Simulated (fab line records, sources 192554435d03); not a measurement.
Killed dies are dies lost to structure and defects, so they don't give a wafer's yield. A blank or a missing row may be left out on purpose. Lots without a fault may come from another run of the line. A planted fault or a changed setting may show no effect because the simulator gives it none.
fab line records | flow n5_finfet
record lots=7 wafers=18 last_day=17
route steps=1938 shown MOL_CONTACT_COAG@604 BEOL_M4@1111
lots that met no fault: from a run of the same line without faults
start_h: hours from the record's first day to the start of the lot's first wafer shown | wait_h: hours since the lot's step before | " the same as in the row above | L1.1+2: a row that stands for several wafers | - no value, or no start given | * or withheld: withheld | < > ~ a bound
route shown NAME@n: a module of which the file shows steps, and the number in the route of the first | usual: mean/standard deviation of fault-free wafers | same: alike in all rows | chamber/n: place in a boat | sites: the reading at each site | _std_site: their standard deviation | _edge_site: outer sites' mean less inner sites' | radius_mm: how far each site lies from the wafer's centre | mask NAME#n: copy n | behind: the tool/chamber that last shaped the wafer | hold: why the lot was held/for how many hours/how that ended | device: the transistor (n, p or np) that didn't switch | end of line: the same wafers' tests at the end of the route | a step without rows: its recipe alone | killed: dies lost to structure and defects at the first sort, not the wafer's yield | map: a wafer's dies, x killed, . not, _ none there
set.NAME: the setting as run; set.NAME@STEP: as run at that earlier step | model.NAME: the simulator's own value behind a step, which no gauge read
lots at some steps of the route; a table a step, a row a wafer
services: from which hour (start_h, from the record's first day; less than 0 if before it) a tool's chamber was out of use, for how many hours, and why
## steps
# step N5_MOL_CONTACT_COAG_INSPECT_42
# recipe mode=adi inspect_instrument=brightfield
# usual raw_defect_count=195/52
# columns lot.wafer tool chamber start_h wait_h raw_defect_count
L741.4 defect_inspect-02 - 101.74 0.0 163
L741.5 " - " " 138
L741.6 " - " " 176
L746.4 defect_inspect-01 - 138.21 0.0 171
L746.5 " - " " 289
L746.6 " - " " 331
L749.1 defect_inspect-01 - 151.93 0.1 159
L749.3 " - " " 185
L749.4 " - " " 150
L759.4 defect_inspect-02 - 212.51 0.0 193
L759.5 " - " " 201
L759.6 " - " " 153
L761.3 defect_inspect-01 - 216.47 0.0 219
L761.5 " - " " 207
L762.3 defect_inspect-01 - 224.48 0.0 203
L762.5 " - " " 124
L763.3 defect_inspect-02 - 234.42 0.0 227
L763.5 " - " " 212
# step N5_MOL_CONTACT_COAG_DESCUM_45
# recipe chemistry=O2 time_s=7 source_power_w=50 bias_power_w=20 pressure_mtorr=20 rf_frequency_hz=2.712e+07 temp_c=40 resist=CAR-EUV o2_flow_sccm=225
# usual drypump_motor_current_A=5.6/0.52 oes_product_au=0.80/0.1 rf_vpp_V=243.5/1.3 showerhead_plenum_p_Torr=2.11/0.061 throttle_valve_pct=20.43/0.23
# columns lot.wafer tool chamber start_h wait_h drypump_motor_current_A oes_product_au rf_hours_counter_h rf_vpp_V showerhead_plenum_p_Torr throttle_valve_pct
L741.4 rie_diel-01 1 101.77 0.0 4.9 0.68 248 242.9 2.05 20.43
L741.5 " 3 " " 5.8 0.99 - 242.4 2.15 20.32
L741.6 " 0 " " 5.4 0.68 - 244.8 2.16 20.98
L746.4 rie_diel-06 3 138.24 0.0 6.8 0.76 157 245.1 2.19 20.57
L746.5 " 0 " " 5.5 0.78 - 245.7 2.18 20.53
L746.6 " 3 " " 6.8 0.76 - 244.9 2.19 20.57
L749.1 rie_diel-04 0 152.11 0.2 5.6 0.69 231 241.8 2.07 20.87
L749.3 " 3 " " 5.6 0.74 178 241.5 1.99 20.15
L749.4 " 3 " " 5.6 0.74 - 241.8 1.99 20.15
L759.4 rie_diel-01 1 212.84 0.3 4.9 0.90 35 242.5 2.04 20.08
L759.5 " 2 " " 5.5 0.72 - 242.5 2.08 20.29
L759.6 " 1 " " 4.9 0.89 - 242.8 2.04 20.08
L761.3 rie_diel-06 2 216.51 0.0 5.3 0.92 18 243.9 2.05 20.25
L761.5 " 3 " " 6.8 0.74 - 244.9 2.18 20.61
L762.3 rie_diel-01 3 224.52 0.0 5.8 0.88 48 242.9 2.14 20.39
L762.5 " 0 " " 5.3 0.93 - 243.8 2.14 20.66
L763.3 rie_diel-04 0 234.45 0.0 5.6 0.96 5 242.5 2.06 20.56
L763.5 " 0 " " 5.6 0.97 - 242.4 2.06 20.54
# step N5_MOL_CONTACT_COAG_ETCH_65
# recipe chemistry=N2/H2 target=underlayer target_depth_a=130 mask_material=CAR-EUV time_s=10.4 ion_energy_ev=200 pressure_mtorr=30 source_w=840 bias_w=150 n2_flow_sccm=200 h2_flow_sccm=200 ends=cleared
# step N5_MOL_CONTACT_COAG_ETCH_66
# recipe chemistry=CF4 target=SiARC target_depth_a=130 mask_material=CAR-EUV time_s=21.7 ion_energy_ev=80 pressure_mtorr=40 source_w=545 bias_w=36 Ar_flow_sccm=100 cf4_flow_sccm=100 ends=cleared
# step N5_MOL_CONTACT_COAG_ALD_133
# recipe material=SiO2 target_thk_a=50 temp_c=100 ald_precursor_family=BDEAS ald_co_reactant=O2-plasma pulse_time_s=1 co_reactant_pulse_time_s=1 purge_time_s=2 co_reactant_purge_time_s=2 ald_cycles=35 pressure_torr=2
# usual heater_power_w=79/7.6 precursor_pulse_height_rel=1.002/0.021
# columns lot.wafer tool chamber start_h wait_h heater_power_w precursor_pulse_height_rel
L741.4 ald_sin-02 3 101.98 0.1 87 1.023
L741.5 " 0 " " 93 1.002
L741.6 " 2 " " 73 1.001
L746.4 ald_sin-02 2 138.37 0.1 74 1.011
L746.5 " 2 " " 76 0.973
L746.6 " 1 " " 72 0.999
L749.1 ald_sin-02 0 152.51 0.3 91 1.013
L749.3 " 1 " " 73 0.987
L749.4 " 2 " " 72 1.020
L759.4 ald_sin-01 2 212.97 0.1 74 1.005
L759.5 " 1 " " 82 0.993
L759.6 " 2 " " 74 1.019
L761.3 ald_sin-01 1 216.64 0.1 83 0.999
L761.5 " 1 " " 82 1.027
L762.3 ald_sin-01 1 224.65 0.1 83 0.998
L762.5 " 2 " " 74 1.028
L763.3 ald_sin-02 3 234.76 0.2 88 1.016
L763.5 " 1 " " 75 0.998
# step N5_MOL_CONTACT_COAG_ETCHBACK_134
# recipe chemistry=CHF3 target=SiO2 target_depth_a=100 time_s=6.7 ion_energy_ev=200 pressure_mtorr=30 source_w=610 bias_w=170 Ar_flow_sccm=200 CHF3_flow_sccm=50
# step N5_MOL_CONTACT_COAG_ETCH_67
# recipe chemistry=N2/H2 target=SOC target_depth_a=600 overetch_a=210 mask_material=SiARC temp_c=40 time_s=101.2 ion_energy_ev=200 pressure_mtorr=30 source_w=840 bias_w=150 n2_flow_sccm=200 h2_flow_sccm=200
# usual bias_w=150.0/0.39 drypump_motor_current_A=5.7/0.51 oes_product_au=0.66/0.08 rf_vpp_V=524.3/2.2 showerhead_plenum_p_Torr=2.56/0.08 throttle_valve_pct=17.83/0.19
# columns lot.wafer tool chamber start_h wait_h bias_w drypump_motor_current_A oes_product_au rf_hours_counter_h rf_vpp_V showerhead_plenum_p_Torr throttle_valve_pct
L741.4 rie_diel-06 1 102.12 0.0 150.4 5.4 0.59 202 524.7 2.52 17.85
L741.5 " 2 " " 150.4 5.4 0.60 - 524.9 2.51 18.01
L741.6 " 3 " " 149.9 6.8 0.64 - 523.9 2.65 17.77
L746.4 rie_diel-01 3 138.69 0.0 150.3 5.8 0.78 - 526.6 2.61 17.62
L746.5 " 2 " " 150.2 5.5 0.62 - 523.2 2.54 17.69
L746.6 " 1 " " 150.2 4.8 0.80 - 522.8 2.50 17.48
L749.1 rie_diel-01 1 152.73 0.0 149.1 4.9 0.77 13 521.4 2.49 17.49
L749.3 " 3 " " 149.8 5.8 0.77 24 524.7 2.60 17.67
L749.4 " 2 " " 150.4 5.5 0.61 166 524.1 2.54 17.69
L759.4 rie_diel-04 3 213.22 0.0 149.6 5.6 0.61 - 520.2 2.41 17.65
L759.5 " 2 " " 149.8 6.5 0.77 - 527.1 2.71 17.82
L759.6 " 1 " " 149.9 5.6 0.58 - 520.3 2.51 17.95
L761.3 rie_diel-01 0 216.85 0.0 150.5 5.4 0.76 24 527.0 2.61 18.01
L761.5 " 3 " " 150.0 5.8 0.73 - 524.8 2.60 17.69
L762.3 rie_diel-01 3 224.86 0.0 150.2 5.8 0.73 48 525.0 2.59 17.71
L762.5 " 3 " " 150.5 5.8 0.73 - 523.6 2.59 17.70
L763.3 rie_diel-01 1 235.02 0.0 150.7 4.8 0.73 44 522.4 2.48 17.55
L763.5 " 0 " " 150.1 5.4 0.75 - 525.2 2.61 18.04
# step N5_MOL_CONTACT_COAG_STRIP_68
# recipe chemistry=N2/H2 temp_c=40 n2_flow_sccm=200 h2_flow_sccm=200 rf_frequency_hz=6e+07
# step N5_MOL_CONTACT_COAG_STRIP_69
# recipe chemistry=N2/H2 temp_c=40 n2_flow_sccm=200 h2_flow_sccm=200 rf_frequency_hz=6e+07
# step N5_MOL_CONTACT_COAG_ETCHBACK_136
# recipe chemistry=CHF3 target=SiO2 target_depth_a=250 time_s=16.7 ion_energy_ev=200 pressure_mtorr=30 source_w=610 bias_w=170 Ar_flow_sccm=200 CHF3_flow_sccm=50
# step N5_MOL_CONTACT_COAG_STRIP_120
# recipe chemistry=CHF3 resist=SiARC rf_frequency_hz=6e+07
# step N5_MOL_CONTACT_COAG_VIA_ETCH_117
# recipe chemistry=C4F6/O2 target_depth_a=400 overetch_a=80 mask_material=SOC target=SiO2 bias_w=455 pressure_mtorr=10 time_s=26 source_w=325 Ar_flow_sccm=300 C4F6_flow_sccm=10 O2_flow_sccm=10 ion_energy_ev=575.3 ends=end_point
# usual bias_w=454.9/1.3 drypump_motor_current_A=5.7/0.51 oes_product_au=0.71/0.082 rf_vpp_V=1576/10 showerhead_plenum_p_Torr=2.85/0.083 throttle_valve_pct=41.07/0.28
# columns lot.wafer tool chamber start_h wait_h bias_w drypump_motor_current_A oes_product_au rf_hours_counter_h rf_vpp_V showerhead_plenum_p_Torr throttle_valve_pct
L741.4 rie_diel-06 3 102.26 0.0 455.6 6.8 0.69 - 1579 2.95 41.04
L741.5 " 0 " " 451.4 5.5 0.70 - 1591 2.96 41.02
L741.6 " 2 " " 454.9 5.4 0.64 - 1568 2.81 41.33
L746.4 rie_diel-01 3 138.79 0.0 454.9 5.8 0.82 - 1569 2.89 40.68
L746.5 " 2 " " 453.7 5.5 0.67 - 1585 2.85 40.93
L746.6 " 1 " " 454.2 4.8 0.86 - 1561 2.79 40.83
L749.1 rie_diel-01 1 152.85 0.0 456.2 4.9 0.83 13 1561 2.79 40.83
L749.3 " 3 " " 455.3 5.8 0.82 24 1567 2.89 40.70
L749.4 " 2 " " 453.5 5.5 0.66 166 1587 2.84 40.95
L759.4 rie_diel-04 3 213.32 0.0 456.0 5.6 0.65 - 1583 2.70 40.77
L759.5 " 2 " " 454.5 6.5 0.82 - 1589 3.02 41.14
L759.6 " 1 " " 456.8 5.6 0.62 - 1580 2.80 40.97
L761.3 rie_diel-01 0 216.98 0.0 454.8 5.3 0.80 24 1579 2.90 41.50
L761.5 " 3 " " 455.7 5.8 0.79 - 1567 2.88 40.71
L762.3 rie_diel-01 3 224.99 0.0 454.6 5.8 0.78 48 1568 2.88 40.70
L762.5 " 3 " " 455.8 5.8 0.78 - 1568 2.88 40.70
L763.3 rie_diel-01 1 235.14 0.0 456.1 4.8 0.76 44 1562 2.77 40.86
L763.5 " 0 " " 458.1 5.3 0.79 - 1580 2.90 41.51
# step N5_MOL_CONTACT_COAG_ETCH_124
# recipe chemistry=CH3F/O2 target=SiNx target_depth_a=65 mask_material=SOC stop_on=SiOC over_etch_frac=0.3 ion_energy_ev=120 pressure_mtorr=30 source_w=395 bias_w=73 Ar_flow_sccm=150 CH3F_flow_sccm=30 O2_flow_sccm=20 ends=end_point
# usual bias_w=73.00/0.24 drypump_motor_current_A=5.7/0.5 oes_product_au=0.68/0.081 rf_vpp_V=295.4/2.1 showerhead_plenum_p_Torr=2.01/0.061 throttle_valve_pct=16.33/0.2
# columns lot.wafer tool chamber start_h wait_h bias_w drypump_motor_current_A oes_product_au rf_hours_counter_h rf_vpp_V showerhead_plenum_p_Torr throttle_valve_pct model.SOC_of_MOL_CONTACT_COAG_COAT_62.thk_nm
L741.4 rie_diel-06 3 102.29 0.0 72.90 6.8 0.65 - 296.0 2.08 16.35 48.4
L741.5 " 0 " " 73.08 5.5 0.67 - 297.0 2.09 16.40 48.4
L741.6 " 2 " " 73.25 5.4 0.61 - 294.1 1.98 16.60 48.4
L746.4 rie_diel-01 3 138.82 0.0 73.45 5.7 0.79 - 293.7 2.04 16.14 48.4
L746.5 " 2 " " 72.98 5.5 0.63 - 296.9 2.00 16.22 48.4
L746.6 " 1 " " 72.66 4.9 0.81 - 292.6 1.97 15.94 48.2
L749.1 rie_diel-01 1 152.88 0.0 73.31 4.8 0.80 13 292.1 1.96 15.96 48.4
L749.3 " 3 " " 72.60 5.8 0.78 24 293.6 2.04 16.15 48.4
L749.4 " 2 " " 73.12 5.5 0.63 166 297.2 2.00 16.22 48.6
L759.4 rie_diel-04 3 213.36 0.0 72.95 5.6 0.62 - 296.6 1.90 16.16 48.6
L759.5 " 2 " " 72.85 6.5 0.78 - 297.4 2.13 16.23 48.6
L759.6 " 1 " " 73.46 5.6 0.60 - 297.3 1.97 16.31 48.8
L761.3 rie_diel-01 0 217.00 0.0 73.15 5.3 0.76 24 296.9 2.05 16.44 48.8
L761.5 " 3 " " 72.75 5.8 0.75 - 293.0 2.03 16.19 48.6
L762.3 rie_diel-01 3 225.02 0.0 73.27 5.8 0.75 48 292.8 2.03 16.18 48.6
L762.5 " 3 " " 73.19 5.8 0.74 - 292.7 2.03 16.18 48.2
L763.3 rie_diel-01 1 235.17 0.0 73.21 4.8 0.74 44 294.0 1.95 16.01 48.8
L763.5 " 0 " " 73.21 5.3 0.77 - 295.6 2.05 16.46 48.2
# step N5_MOL_CONTACT_COAG_ETCH_48
# recipe chemistry=C4F6/O2 target_depth_a=150 overetch_a=45 mask_material=SOC target=SiOC bias_w=465 pressure_mtorr=10 time_s=17 source_w=335 Ar_flow_sccm=300 C4F6_flow_sccm=10 O2_flow_sccm=10 ion_energy_ev=576
# usual bias_w=465.0/1.4 drypump_motor_current_A=5.7/0.51 oes_product_au=0.67/0.082 rf_vpp_V=1578/10 showerhead_plenum_p_Torr=2.85/0.083 throttle_valve_pct=40.62/0.27
# columns lot.wafer tool chamber start_h wait_h bias_w drypump_motor_current_A oes_product_au rf_hours_counter_h rf_vpp_V showerhead_plenum_p_Torr throttle_valve_pct model.SOC_of_MOL_CONTACT_COAG_COAT_62.thk_nm
L741.4 rie_diel-06 3 102.34 0.0 463.2 6.8 0.70 - 1580 2.95 40.62 45.8
L741.5 " 0 " " 465.4 5.5 0.67 - 1592 2.96 40.58 45.8
L741.6 " 2 " " 463.9 5.4 0.61 - 1571 2.81 40.88 45.8
L746.4 rie_diel-01 3 138.87 0.0 466.0 5.8 0.82 - 1570 2.89 40.27 45.8
L746.5 " 2 " " 466.1 5.5 0.66 - 1587 2.85 40.50 45.8
L746.6 " 1 " " 464.6 4.9 0.82 - 1564 2.79 40.36 45.6
L749.1 rie_diel-01 1 152.92 0.0 465.1 4.8 0.78 13 1564 2.79 40.36 45.8
L749.3 " 3 " " 468.4 5.8 0.79 24 1570 2.89 40.25 45.8
L749.4 " 2 " " 463.1 5.5 0.65 166 1590 2.84 40.49 46
L759.4 rie_diel-04 3 213.40 0.0 466.7 5.7 0.58 - 1584 2.70 40.28 46
L759.5 " 2 " " 465.9 6.5 0.77 - 1593 3.02 40.69 46
L759.6 " 1 " " 464.4 5.6 0.57 - 1582 2.80 40.51 46.2
L761.3 rie_diel-01 0 217.04 0.0 464.9 5.4 0.70 24 1583 2.90 41.03 46.2
L761.5 " 3 " " 464.5 5.8 0.72 - 1571 2.88 40.28 46
L762.3 rie_diel-01 3 225.06 0.0 463.7 5.8 0.76 48 1570 2.88 40.28 46
L762.5 " 3 " " 463.1 5.8 0.78 - 1568 2.88 40.28 45.6
L763.3 rie_diel-01 1 235.21 0.0 466.5 4.8 0.71 44 1563 2.77 40.39 46.2
L763.5 " 0 " " 466.2 5.4 0.69 - 1582 2.90 41.05 45.4
# step N5_MOL_CONTACT_COAG_STRIP_72
# recipe chemistry=N2/H2 power_w=450 temp_c=40 pressure_mtorr=20 rf_frequency_hz=6e+07 overash_fraction=3 bias_power_w=7 h2_frac=0.5 n2_flow_sccm=200 h2_flow_sccm=200
# usual drypump_motor_current_A=5.7/0.5 oes_product_au=0.80/0.1 rf_vpp_V=59.3/2.1 showerhead_plenum_p_Torr=2.55/0.081 throttle_valve_pct=23.65/0.22
# columns lot.wafer tool chamber start_h wait_h drypump_motor_current_A oes_product_au rf_hours_counter_h rf_vpp_V showerhead_plenum_p_Torr throttle_valve_pct
L741.4 rie_diel-06 3 102.39 0.0 6.8 0.77 - 59.3 2.65 23.48
L741.5 " 0 " " 5.5 0.79 - 61.4 2.66 23.72
L741.6 " 2 " " 5.4 0.71 - 59.0 2.51 23.73
L746.4 rie_diel-01 3 138.93 0.0 5.8 0.92 - 60.0 2.60 23.45
L746.5 " 2 " " 5.5 0.73 - 52.4 2.53 23.50
L746.6 " 1 " " 4.8 0.96 - 60.5 2.49 23.39
L749.1 rie_diel-01 1 152.97 0.0 4.8 0.94 13 60.9 2.49 23.37
L749.3 " 3 " " 5.8 0.94 24 60.9 2.60 23.46
L749.4 " 2 " " 5.5 0.74 166 59.2 2.53 23.51
L759.4 rie_diel-04 3 213.46 0.0 5.7 0.73 - 59.1 2.41 23.48
L759.5 " 2 " " 6.5 0.93 - 60.1 2.71 23.76
L759.6 " 1 " " 5.6 0.71 - 56.1 2.51 23.87
L761.3 rie_diel-01 0 217.10 0.0 5.3 0.91 24 61.4 2.60 23.94
L761.5 " 3 " " 5.8 0.89 - 55.5 2.59 23.49
L762.3 rie_diel-01 3 225.11 0.0 5.8 0.87 48 58.5 2.59 23.52
L762.5 " 3 " " 5.7 0.89 - 56.7 2.59 23.47
L763.3 rie_diel-01 1 235.26 0.0 4.9 0.90 44 58.0 2.48 23.39
L763.5 " 0 " " 5.4 0.93 - 62.0 2.60 23.95
# step N5_BEOL_M4_RC_MEAS_101
# usual DIBL_N=36.4/1.5 DIBL_P=36.6/1.9 IOFF_N=0.155/0.021 IOFF_P=0.211/0.028 ION_N=671/8.6 ION_P=462/5.8 SS_N=71.5/0.5 SS_P=73.4/0.58 VT_N=250.1/2.4 VT_P=-250.1/3
# columns lot.wafer tool chamber start_h wait_h DIBL_N[mV/V] DIBL_P[mV/V] IOFF_N[nA/um] IOFF_P[nA/um] ION_N[uA/um] ION_P[uA/um] SS_N[mV/dec] SS_P[mV/dec] VT_N[mV] VT_P[mV]
L741.4 prober-02 0 168.33 0.5 34.4 33.7 0.124 0.178 662 456 71.0 73.0 250.8 -250.5
L741.5 " 0 " " 37.6 37.7 0.184 0.230 690 464 72.1 73.9 249.1 -249.0
L741.6 " 0 " " 35.3 34.4 0.138 0.184 683 464 71.2 72.2 251.8 -250.1
L746.4 prober-01 0 191.08 0.5 34.7 35.2 0.135 0.227 659 461 71.0 73.1 252.8 -248.1
L746.5 " 0 " " 33.6 33.5 0.119 0.195 660 462 71.0 72.6 255.6 -248.2
L746.6 " 0 " " 33.8 33.9 0.128 0.205 658 452 70.2 72.9 253.1 -251.0
L749.1 prober-01 0 214.65 0.0 37.3 38.5 0.180 0.251 671 469 71.6 74.6 246.0 -249.7
L749.3 " 0 " " 36.6 37.5 0.170 0.228 675 461 71.4 74.2 247.8 -249.3
L749.4 " 0 " " 34.8 34.8 0.129 0.185 661 460 71.5 73.8 253.9 -252.5
L759.4 prober-02 0 278.42 0.5 36.5 39.2 0.179 0.239 677 466 71.5 73.3 249.6 -249.1
L759.5 " 0 " " 35.6 37.8 0.161 0.225 674 464 71.4 73.4 250.0 -248.6
L759.6 " 0 " " 35.2 37.0 0.158 0.206 676 462 71.6 73.3 249.0 -249.4
L761.3 prober-01 0 284.26 0.3 35.8 36.7 0.145 0.197 674 465 71.0 73.8 250.3 -251.3
L761.5 " 0 " " 36.2 36.7 0.147 0.193 671 456 71.8 73.7 249.4 -248.3
L763.3 prober-01 0 297.57 0.3 34.2 34.3 0.145 0.181 672 460 71.6 72.7 252.7 -252.8
L763.5 " 0 " " 33.5 33.9 0.131 0.171 664 457 71.2 72.7 252.5 -252.1
L762.3 prober-01 0 304.12 0.3 38.0 39.1 0.172 0.229 680 469 71.4 73.5 248.9 -248.7
L762.5 " 0 " " 39.2 40.8 0.197 0.266 677 465 71.9 74.4 247.6 -245.2
## services
# columns tool chamber start_h hours kind
rie_diel-01 3 80.03 - clean
rie_diel-01 3 80.03 - consumable_replace:focus_ring
rie_diel-01 3 80.03 17.7 scheduled_down
rie_diel-01 3 80.03 17.7 vent_cycle
ald_sin-01 - 86.21 14.0 pm
rie_diel-01 1 86.89 2.2 repair
rie_diel-06 3 95.74 5.3 repair
rie_diel-06 1 102.17 2.4 repair
rie_diel-01 - 104.58 0.5 repair
rie_diel-01 1 107.44 - clean
rie_diel-01 1 107.44 - consumable_replace:focus_ring
rie_diel-01 1 107.44 16.2 scheduled_down
rie_diel-01 1 107.44 16.2 vent_cycle
rie_diel-06 0 118.56 6.0 repair
rie_diel-01 0 128.57 - clean
rie_diel-01 0 128.57 - consumable_replace:focus_ring
rie_diel-01 0 128.57 21.9 scheduled_down
rie_diel-01 0 128.57 21.9 vent_cycle
rie_diel-04 2 135.03 - clean
rie_diel-04 2 135.03 - consumable_replace:focus_ring
ald_sin-01 2 195.18 7.2 repair
rie_diel-04 1 217.32 5.2 repair
ald_sin-01 2 229.60 4.4 repair
ald_sin-02 - 231.81 0.7 repair
## key
first_sign none at tools or gauges
model_effect step=N5_MOL_CONTACT_COAG_ETCH_124 value=SOC_of_MOL_CONTACT_COAG_COAT_62.thk_nm without=48.33 struck=48.73
model_effect step=N5_MOL_CONTACT_COAG_ETCH_48 value=SOC_of_MOL_CONTACT_COAG_COAT_62.thk_nm without=45.6 struck=46.13
met_at N5_MOL_CONTACT_COAG_ETCH_124
struck_wafers L761.3,L762.3,L763.3
onset_between 152.88 217.00
fault kind=process_parameter_drift tool=rie_diel-01 chamber=- onset_h=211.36 steps=N5_MOL_CONTACT_COAG_ETCH_124 channel=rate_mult offset=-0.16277 shape=step end_h=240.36 scope=struck_wafers_only
